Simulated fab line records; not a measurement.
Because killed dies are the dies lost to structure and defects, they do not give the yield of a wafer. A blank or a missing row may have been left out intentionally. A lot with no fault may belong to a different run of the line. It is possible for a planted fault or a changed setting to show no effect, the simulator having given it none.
Which tool was responsible? || flow n5Finfet || 11 lots, 33 wafers sampled, at 2 steps of a route of 1938

WHAT THE GAUGES READ, wafer by wafer
N5_MIM_BOT_LITHO_OVL_MEAS_11. Usual: MIM_BOT_OVL gives -1 nm (standard deviation 4.8).
{"lot": "L861", "measured": "day 12 12:14", "on": "overlay-02", "MIM_BOT_OVL (nm)": "8 -1 7", "flag": ""}
{"lot": "L862", "measured": "day 12 12:28", "on": "overlay-01", "MIM_BOT_OVL (nm)": "1 -3 -3", "flag": ""}
{"lot": "L864", "measured": "day 13 04:47", "on": "overlay-01", "MIM_BOT_OVL (nm)": "1 12 5", "flag": ""}
{"lot": "L867", "measured": "day 13 17:12", "on": "overlay-02", "MIM_BOT_OVL (nm)": "2 1 -5", "flag": ""}
{"lot": "L868", "measured": "day 14 07:03", "on": "overlay-01", "MIM_BOT_OVL (nm)": "3 3 11", "flag": ""}
{"lot": "L871", "measured": "day 15 01:17", "on": "overlay-01", "MIM_BOT_OVL (nm)": "-12 -12 -8", "flag": ""}
{"lot": "L873", "measured": "day 15 11:25", "on": "overlay-01", "MIM_BOT_OVL (nm)": "2 -2 -1", "flag": ""}
{"lot": "L878", "measured": "day 16 13:17", "on": "overlay-01", "MIM_BOT_OVL (nm)": "2 -4 -4", "flag": ""}
{"lot": "L879", "measured": "day 17 00:16", "on": "overlay-02", "MIM_BOT_OVL (nm)": "1 -2 2", "flag": ""}
{"lot": "L880", "measured": "day 17 05:59", "on": "overlay-01", "MIM_BOT_OVL (nm)": "4 -6 -6", "flag": ""}
{"lot": "L884", "measured": "day 18 12:15", "on": "overlay-01", "MIM_BOT_OVL (nm)": "4 5 -5", "flag": ""}

EACH LOT AND THE TOOL THAT RAN IT (in order: tool; ch and the chambers of the sampled wafers; start)
{"lot": "L861", "N5_GATE_CUT_STRIP_29": "wetBench-04 ch 1,5,7, day 4 13:49"}
{"lot": "L862", "N5_GATE_CUT_STRIP_29": "wetBench-05 ch 3,5,6, day 4 16:21"}
{"lot": "L864", "N5_GATE_CUT_STRIP_29": "wetBench-02 ch 0,1,7, day 5 04:51"}
{"lot": "L867", "N5_GATE_CUT_STRIP_29": "wetBench-05 ch 0,1,7, day 6 00:39"}
{"lot": "L868", "N5_GATE_CUT_STRIP_29": "wetBench-05 ch 0,3,4, day 6 07:52"}
{"lot": "L871", "N5_GATE_CUT_STRIP_29": "wetBench-05 ch 4,5,7, day 7 07:53"}
{"lot": "L873", "N5_GATE_CUT_STRIP_29": "wetBench-05 ch 0,1,7, day 7 19:48"}
{"lot": "L878", "N5_GATE_CUT_STRIP_29": "wetBench-04 ch 2,6,7, day 8 22:35"}
{"lot": "L879", "N5_GATE_CUT_STRIP_29": "wetBench-04 ch 2,6,7, day 9 08:38"}
{"lot": "L880", "N5_GATE_CUT_STRIP_29": "wetBench-02 ch 0,6,7, day 9 09:00"}
{"lot": "L884", "N5_GATE_CUT_STRIP_29": "wetBench-02 ch 0,2,4, day 10 17:05"}
- N5_GATE_CUT_STRIP_29: strips in post etch residue remover, time 60 s.

WHAT THE TOOLS THEMSELVES READ (means of the sampled wafers that have a number; where no wafer has one, the mark that the record gives instead)
The record holds no such reading with a usual standard deviation.

THE ANSWER, worked out from the rows above alone
Rule: lot off if the mean of its wafers having a number is beyond 3 standard deviations from the usual mean. A lot without any number at a reading at which 4 lots or more have one is off too. The other lots that the step has rows for count as sound. First the gauges in route order, then the tools' own readings, where a lot's mean is used as printed above. At the first step where some lot is off, the reading lying furthest off is the one used; lots without a number count as furthest.
Nothing can be told from this: no lot is off at any reading shown.

WHAT THE SIMULATOR PUT IN
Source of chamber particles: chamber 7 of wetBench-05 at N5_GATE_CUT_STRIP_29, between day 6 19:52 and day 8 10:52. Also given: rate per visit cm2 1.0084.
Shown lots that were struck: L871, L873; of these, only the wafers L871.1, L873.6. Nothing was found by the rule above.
